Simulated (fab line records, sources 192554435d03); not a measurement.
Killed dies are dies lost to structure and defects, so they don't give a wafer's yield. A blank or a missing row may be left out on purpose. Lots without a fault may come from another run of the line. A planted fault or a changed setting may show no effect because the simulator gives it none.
Chamber matching | flow n5_finfet | N5_BEOL_M6_ALD_77 on ald_metal-04: 4 sister chambers
The step deposits TaN, target thk 2 nm, pulse time 2 s, purge time 3 s. 4 wafers are shown with their chamber, then 10 later ones without.

WAFERS WITH THEIR CHAMBER
wafer  | chamber | heater_power_w (W)
L083.3 | 2       | 411
L083.5 | 1       | 391
L083.6 | 0       | 440
L086.5 | 3       | 437

WAFERS WITHOUT THEIR CHAMBER
wafer  | heater_power_w (W)
L086.6 | 440
L085.3 | 436
L085.4 | 391
L085.5 | 432
L089.1 | 444
L089.3 | 389
L089.4 | 451
L096.2 | 441
L096.3 | 389
L096.5 | 409

WHICH CHAMBER EACH WENT THROUGH
wafer  | from the rows above     | in truth
L086.6 | can't be placed: 0 or 3 | 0
L085.3 | can't be placed: 3 or 0 | 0
L085.4 | 1                       | 1
L085.5 | can't be placed: 3 or 0 | 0
L089.1 | can't be placed: 0 or 3 | 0
L089.3 | 1                       | 1
L089.4 | can't be placed: 0 or 3 | 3
L096.2 | can't be placed: 0 or 3 | 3
L096.3 | 1                       | 1
L096.5 | 2                       | 2
Placed correctly: 4 of 10. Can't be placed from these rows: 6 (the true chamber is among the candidates in 6). Placed wrongly: 0.
How it was worked out, from the rows above alone: a wafer's distance from a chamber is the root of the sum, over the readings, of the square of ((its reading less the chamber's mean) divided by the reading's scatter). The wafer belongs to the nearest chamber; if the next one is less than 2 further off, it can't be placed. A chamber's mean is the mean of its shown wafers. The scatter: with one shown wafer a chamber, the root of the mean of the squares of how far each hidden wafer lies from its nearest shown one.
